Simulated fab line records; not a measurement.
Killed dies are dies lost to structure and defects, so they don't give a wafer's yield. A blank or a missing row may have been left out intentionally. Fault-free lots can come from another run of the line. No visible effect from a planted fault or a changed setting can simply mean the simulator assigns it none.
The tool behind it: which one? | flow n5 finfet | 24 lots with 72 wafers sampled at 3 steps, on a route of 1938 steps

== WHAT THE GAUGES SHOWED, per wafer ==
N5_BEOL_M2_OVL_MEAS_29. Usual: V1_OVL typically reads -0.8 nm, with standard deviation 0.74.
lot  | measured     | on         | V1_OVL (nm)    | flag
L074 | day 6 11:43  | overlay-01 | 0.0 -0.8 -0.4  |
L075 | day 6 14:19  | overlay-02 | -0.5 -1.4 -0.9 |
L076 | day 6 18:46  | overlay-01 | 0.2 -0.1 0.2   |
L077 | day 7 06:22  | overlay-02 | 0.2 -2.0 -0.4  |
L078 | day 7 14:24  | overlay-02 | 0.1 -0.8 -1.3  |
L079 | day 7 19:44  | overlay-02 | -2.0 -0.1 0.1  |
L080 | day 7 19:56  | overlay-01 | -0.1 -0.9 0.0  |
L081 | day 8 09:38  | overlay-02 | 0.2 -0.6 0.0   |
L083 | day 8 13:54  | overlay-01 | -0.3 -0.3 -1.5 |
L082 | day 8 14:44  | overlay-01 | -0.9 -2.2 -1.1 |
L084 | day 8 17:01  | overlay-01 | -1.6 -0.4 -1.9 |
L085 | day 9 03:34  | overlay-01 | -1.3 -0.7 -1.3 |
L086 | day 9 10:54  | overlay-01 | -0.1 -1.6 -1.2 |
L087 | day 9 15:08  | overlay-01 | -0.6 -1.9 -0.5 |
L090 | day 10 02:59 | overlay-01 | -0.3 -1.0 -1.0 |
L088 | day 10 04:46 | overlay-01 | 0.9 -1.1 -0.2  |
L091 | day 10 13:32 | overlay-01 | 0.8 0.3 -0.6   |
L089 | day 10 17:25 | overlay-02 | -1.6 -0.5 -0.9 |
L092 | day 10 18:40 | overlay-02 | -0.4 0.5 -0.1  |
L093 | day 11 03:59 | overlay-01 | -1.3 -1.5 -1.2 |
L094 | day 11 07:58 | overlay-01 | -0.5 -1.5 -1.2 |
L095 | day 11 17:38 | overlay-02 | 0.0 -0.7 -0.7  |
L096 | day 12 03:19 | overlay-01 | -0.5 0.2 -1.4  |
L097 | day 12 10:04 | overlay-01 | -2.1 -1.4 -2.1 |

== TOOL THAT RAN EACH LOT (tool first, then ch and the chambers of the sampled wafers, then the start) ==
lot  | N5_BEOL_M1_SPUTTER_88        | N5_BEOL_M2_HM_DEP_02
L074 | pvd sputter-03, day 6 06:20  | pvd sputter-02, day 6 10:25
L075 | pvd sputter-01, day 6 09:59  | pvd sputter-03, day 6 13:00
L076 | pvd sputter-03, day 6 14:30  | pvd sputter-03, day 6 17:20
L077 | pvd sputter-01, day 7 01:17  | pvd sputter-03, day 7 04:56
L078 | pvd sputter-03, day 7 09:11  | pvd sputter-03, day 7 12:26
L079 | pvd sputter-02, day 7 14:14  | pvd sputter-01, day 7 18:12
L080 | pvd sputter-03, day 7 14:28  | pvd sputter-02, day 7 18:27
L081 | pvd sputter-02, day 8 05:52  | pvd sputter-03, day 8 08:11
L083 | pvd sputter-03, day 8 09:10  | pvd sputter-03, day 8 12:08
L082 | pvd sputter-03, day 8 11:01  | pvd sputter-03, day 8 13:11
L084 | pvd sputter-02, day 8 12:50  | pvd sputter-02, day 8 15:27
L085 | pvd sputter-02, day 8 22:30  | pvd sputter-02, day 9 01:54
L086 | pvd sputter-01, day 9 06:59  | pvd sputter-03, day 9 09:21
L087 | pvd sputter-03, day 9 10:20  | pvd sputter-02, day 9 13:35
L090 | pvd sputter-03, day 9 21:32  | pvd sputter-02, day 10 01:33
L088 | pvd sputter-02, day 10 00:28 | pvd sputter-01, day 10 03:13
L091 | pvd sputter-02, day 10 07:56 | pvd sputter-03, day 10 11:32
L089 | pvd sputter-02, day 10 13:23 | pvd sputter-03, day 10 15:59
L092 | pvd sputter-03, day 10 14:21 | pvd sputter-01, day 10 17:01
L093 | pvd sputter-03, day 10 23:42 | pvd sputter-03, day 11 02:23
L094 | pvd sputter-02, day 11 03:58 | pvd sputter-03, day 11 06:22
L095 | pvd sputter-01, day 11 11:23 | pvd sputter-03, day 11 16:12
L096 | pvd sputter-01, day 11 19:02 | pvd sputter-03, day 11 21:14
L097 | pvd sputter-01, day 12 05:08 | pvd sputter-01, day 12 08:24
- N5_BEOL_M1_SPUTTER_88: material Cu, target thk 4.5 nm, time 8.29 s.
- N5_BEOL_M2_HM_DEP_02: deposits TiN, target thk 20 nm.

== WHAT THE TOOLS THEMSELVES READ (means of the sampled wafers that have a number; where no wafer has one, the mark that the record gives instead) ==
N5_BEOL_M1_SPUTTER_88. Usual: chuck sensor temp C -15.8 C, standard deviation 0.46; throttle valve pct 29.5 %, standard deviation 1.2.
lot  | tool           | chuck sensor temp C (C) | throttle valve pct (%) | flag
L074 | pvd sputter-03 | -15.6                   | 30.4                   |
L075 | pvd sputter-01 | -16.2                   | 28.7                   |
L076 | pvd sputter-03 | -15.3                   | 29.2                   |
L077 | pvd sputter-01 | -16.1                   | 29.6                   |
L078 | pvd sputter-03 | -15.9                   | 31.1                   |
L079 | pvd sputter-02 | -16.1                   | 29.6                   |
L080 | pvd sputter-03 | -15.6                   | 30.6                   |
L081 | pvd sputter-02 | -15.7                   | 28.9                   |
L083 | pvd sputter-03 | -15.7                   | 30.1                   |
L082 | pvd sputter-03 | -15.4                   | 30.2                   |
L084 | pvd sputter-02 | -15.5                   | 28.7                   |
L085 | pvd sputter-02 | -15.9                   | 29.3                   |
L086 | pvd sputter-01 | -16.1                   | 29.3                   |
L087 | pvd sputter-03 | -15.3                   | 29.4                   |
L090 | pvd sputter-03 | -15.4                   | 29.3                   |
L088 | pvd sputter-02 | -15.9                   | 29.5                   |
L091 | pvd sputter-02 | -16.0                   | 29.3                   |
L089 | pvd sputter-02 | -15.6                   | 28.8                   |
L092 | pvd sputter-03 | -15.6                   | 29.6                   |
L093 | pvd sputter-03 | -15.9                   | 31.2                   |
L094 | pvd sputter-02 | -15.4                   | 28.7                   |
L095 | pvd sputter-01 | -16.1                   | 29.7                   |
L096 | pvd sputter-01 | -16.3                   | 29.1                   |
L097 | pvd sputter-01 | -16.4                   | 29.7                   |

N5_BEOL_M2_HM_DEP_02. Usual: 29.8 % for throttle valve pct, sd 1.3.
lot  | tool           | throttle valve pct (%) | flag
L074 | pvd sputter-02 | 29.6                   |
L075 | pvd sputter-03 | 30.3                   |
L076 | pvd sputter-03 | 30.6                   |
L077 | pvd sputter-03 | 30.3                   |
L078 | pvd sputter-03 | 30.2                   |
L079 | pvd sputter-01 | 29.3                   |
L080 | pvd sputter-02 | 30.0                   |
L081 | pvd sputter-03 | 28.9                   |
L083 | pvd sputter-03 | 30.3                   |
L082 | pvd sputter-03 | 30.2                   |
L084 | pvd sputter-02 | 28.7                   |
L085 | pvd sputter-02 | 29.4                   |
L086 | pvd sputter-03 | 30.5                   |
L087 | pvd sputter-02 | 29.4                   |
L090 | pvd sputter-02 | 29.4                   |
L088 | pvd sputter-01 | 29.6                   |
L091 | pvd sputter-03 | 30.5                   |
L089 | pvd sputter-03 | 30.3                   |
L092 | pvd sputter-01 | 28.9                   |
L093 | pvd sputter-03 | 30.2                   |
L094 | pvd sputter-03 | 30.9                   |
L095 | pvd sputter-03 | 29.5                   |
L096 | pvd sputter-03 | 29.3                   |
L097 | pvd sputter-01 | 29.7                   |

== THE ANSWER, worked out from the rows above alone ==
Rule: a lot is off if the mean of its wafers that have a number lies more than 3 standard deviations from the usual mean. Also off: a lot with no number at a reading for which 4 or more lots have one. The other lots that the step has rows for count as sound. Order of review: gauges by route order, followed by the tools' own readings, for which a lot's mean as printed above is used. At the first step where some lot is off, the reading lying furthest off is the one used; lots without a number count as furthest.
No lot is off on any of the readings shown, so nothing can be concluded from this.

== WHAT THE SIMULATOR HAD PUT IN ==
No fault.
